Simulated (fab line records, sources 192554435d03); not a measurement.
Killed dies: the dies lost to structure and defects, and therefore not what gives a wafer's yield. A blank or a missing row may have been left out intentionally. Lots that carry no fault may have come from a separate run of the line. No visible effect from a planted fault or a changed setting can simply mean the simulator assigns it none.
What tool caused it? | flow n5Finfet | 11 lots with 33 wafers sampled at 4 steps, on a route of 1938 steps

## WHAT THE GAUGES READ, wafer by wafer
N5_BEOL_M12_CD_MEAS_10: target cd 140 nm.
lot  | measured     | on       | cdNm (nm)
L788 | day 11 14:32 | cdSem-01 | 139.0 141.1 139.0
L792 | day 12 05:05 | cdSem-03 | 139.8 141.1 138.6
L791 | day 13 01:56 | cdSem-01 | 139.8 141.3 140.5
L795 | day 13 15:22 | cdSem-02 | 139.5 140.1 140.3
L794 | day 13 22:46 | cdSem-01 | 139.3 139.8 142.1
L797 | day 14 05:13 | cdSem-03 | 139.5 138.0 140.6
L798 | day 14 23:22 | cdSem-03 | 138.7 139.1 137.8
L800 | day 15 10:27 | cdSem-02 | 141.1 141.9 139.3
L807 | day 16 17:34 | cdSem-03 | 139.4 139.2 138.6
L808 | day 16 21:06 | cdSem-03 | 141.2 138.4 141.2
L809 | day 17 15:01 | cdSem-03 | 140.1 141.1 141.5

## EACH LOT AND THE TOOL THAT RAN IT (in order: tool; ch and the chambers of the sampled wafers; start)
lot  | N5_BEOL_M11_DEGAS_44        | N5_BEOL_M11_PRE_CLEAN_45    | N5_BEOL_M12_COAT_58
L788 | pvdSputter-01, day 11 12:15 | pvdSputter-01, day 11 12:17 | lithoTrack-03 ch 0, day 11 14:08
L792 | pvdSputter-02, day 12 02:33 | pvdSputter-02, day 12 02:35 | lithoTrack-03 ch 0, day 12 04:48
L791 | pvdSputter-02, day 12 23:52 | pvdSputter-02, day 12 23:55 | lithoTrack-03 ch 0, day 13 01:40
L795 | pvdSputter-01, day 13 12:55 | pvdSputter-01, day 13 12:57 | lithoTrack-02 ch 0, day 13 14:59
L794 | pvdSputter-01, day 13 20:13 | pvdSputter-01, day 13 20:15 | lithoTrack-03 ch 0, day 13 22:29
L797 | pvdSputter-01, day 14 02:14 | pvdSputter-01, day 14 02:17 | lithoTrack-02 ch 0, day 14 04:49
L798 | pvdSputter-01, day 14 20:17 | pvdSputter-01, day 14 20:20 | lithoTrack-02 ch 0, day 14 23:05
L800 | pvdSputter-02, day 15 08:15 | pvdSputter-02, day 15 08:17 | lithoTrack-02 ch 0, day 15 10:11
L807 | pvdSputter-01, day 16 13:45 | pvdSputter-01, day 16 13:47 | lithoTrack-03 ch 0, day 16 17:10
L808 | pvdSputter-03, day 16 18:01 | pvdSputter-03, day 16 18:03 | lithoTrack-01 ch 0, day 16 20:50
L809 | pvdSputter-02, day 17 12:16 | pvdSputter-02, day 17 12:18 | lithoTrack-01 ch 0, day 17 14:44
- N5_BEOL_M11_DEGAS_44: time 60 s.
- N5_BEOL_M11_PRE_CLEAN_45: time 30 s.
- N5_BEOL_M12_COAT_58: time 60 s, resist thk 89 nm.

## THE ANSWER, worked out from the rows above alone
Rule: the usual values come from the lots themselves. The widest of any qualifying gaps counts: lots, ordered by their means at a reading, are off when they make up no more than a third of the lots, leave a main group of 4 or more, and stand apart from it by 3 or more times the standard deviation of that group's means. A main group whose means are all the same, to the digits that the tables above print for the reading, isn't used. Also off: a lot with no number at a reading for which 4 or more lots have one. The other lots that the step has rows for count as sound.
No lot is off at any reading shown: from this, nothing can be told.

## WHAT THE SIMULATOR PUT IN
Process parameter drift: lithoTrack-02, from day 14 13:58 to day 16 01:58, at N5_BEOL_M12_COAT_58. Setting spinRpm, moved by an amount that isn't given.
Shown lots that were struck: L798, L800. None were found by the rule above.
